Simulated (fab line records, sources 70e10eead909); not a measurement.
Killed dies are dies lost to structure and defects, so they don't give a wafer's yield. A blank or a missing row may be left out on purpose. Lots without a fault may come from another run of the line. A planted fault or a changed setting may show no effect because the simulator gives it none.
A struck lot beside a sound one | flow nand_harc | 15 steps out of a route of 1302
Sound: wafers L176.1, L176.2, L176.4. Struck: wafers L188.1, L188.3. The cause comes at the end.
At each step with rows: each side's tool, then ch and its chambers, then its first start. Under that, the readings that differ: sound wafers | struck wafers | difference of the means | sigmas: that difference in standard deviations of wafers without a fault.
alike: readings whose means differ by less than 2 such deviations, and words and numbers that are the same on both sides. not compared: withheld readings, readings that some wafer has no value for, bounds like >300 that may hide the same value, and numbers for which the record gives no deviation and whose values overlap.
The two part at a step that has a row with sigmas, a row that says differs or no value, or rows on one side only. Numbers that don't overlap but have no deviation are shown without sigmas and don't part them. A reading that every wafer of one side lacks parts them only if that side has two wafers or more.

NHARC_A_DECK1_JOINT_CMP_02: polishes SiOx.
  sound on cmp-02 ch 0,2,3, day 13 08:54; struck on cmp-02 ch 0,2, day 18 11:43
  alike: edge_zone_pressure_frac, motor_current_A, slurry_filter_dp_kPa
then, 1 step without rows for these wafers: NHARC_A_DECK1_JOINT_SRD_15.
NHARC_A_DECK1_JOINT_DEP_16: deposits SiO2, target thk 45 nm.
  sound on pecvd-03 ch 0,1,2, day 13 09:24; struck on pecvd-04 ch 0,2, day 18 12:07
  alike: heater_power_w, throttle_valve_pct
NHARC_A_DECK1_JOINT_THK_MEAS_17: measures by ellipsometry.
  sound on film_metro-02, day 13 09:39; struck on film_metro-01, day 18 12:23
  alike: thk_nm
NHARC_A_DECK1_JOINT_INSPECT_05:
  sound on defect_inspect-02, day 13 09:41; struck on defect_inspect-01, day 18 12:26
  alike: raw_defect_count
then, 1 step without rows for these wafers: NHARC_A_ONON_D2_DEP_00 (target thk 1000 nm).
NHARC_A_ONON_D2_THK_MEAS_02: measures by ellipsometry.
  sound on film_metro-02, day 13 10:16; struck on film_metro-01, day 18 13:00
  reading     | sound       | struck    | difference | sigmas
  thk_nm (nm) | 990 991 992 | 1009 1008 | +18        | +2
then, 1 step without rows for these wafers: NHARC_A_ONON_D2_DEP_03 (target thk 1000 nm).
NHARC_A_ONON_D2_THK_MEAS_05: measures by ellipsometry.
  sound on film_metro-01, day 13 10:50; struck on film_metro-01, day 18 13:34
  reading     | sound          | struck  | difference | sigmas
  thk_nm (nm) | 1005 1005 1005 | 993 991 | -13        | -2
then, 1 step without rows for these wafers: NHARC_A_ONON_D2_DEP_06 (target thk 1000 nm).
NHARC_A_ONON_D2_THK_MEAS_08: measures by ellipsometry.
  sound on film_metro-02, day 13 11:25; struck on film_metro-01, day 18 14:08
  reading     | sound          | struck  | difference | sigmas
  thk_nm (nm) | 1007 1005 1008 | 988 987 | -19        | -2
NHARC_A_ONON_D2_DEP_09: target thk 1000 nm.
  sound on pecvd_onon-03 ch 0, day 13 11:28; struck on pecvd_onon-03 ch 0, day 18 14:11
NHARC_A_ONON_D2_THK_MEAS_11: measures by ellipsometry.
  sound on film_metro-01, day 13 11:59; struck on film_metro-01, day 18 14:42
  reading     | sound          | struck    | difference | sigmas
  thk_nm (nm) | 1003 1004 1004 | 1142 1141 | +138       | +11
then, 1 step without rows for these wafers: NHARC_A_ONON_D2_DEP_12 (target thk 1000 nm).
-- the record jumps here: 13 days lie between the struck wafers' starts before and after (it left off in module A_ONON_D2 and takes up again in module END, whose first step shown is number 1302 of the route) --
NHARC_END_SORT_01:
  sound on prober-01 ch 0, day 25 11:26; struck on prober-01 ch 0, day 31 04:26
  reading         | sound    | struck  | difference | sigmas
  killed_at_array | 37 56 56 | 674 670 | +622       | +33
  killed_dies     | 39 58 60 | 677 677 | +625       | +33
  alike: killed_at_other, killed_at_periphery, killed_open, killed_short

WHERE THEY PART
First at NHARC_A_ONON_D2_THK_MEAS_02; last, within this record, at NHARC_END_SORT_01.

WHY: what the simulator had put in
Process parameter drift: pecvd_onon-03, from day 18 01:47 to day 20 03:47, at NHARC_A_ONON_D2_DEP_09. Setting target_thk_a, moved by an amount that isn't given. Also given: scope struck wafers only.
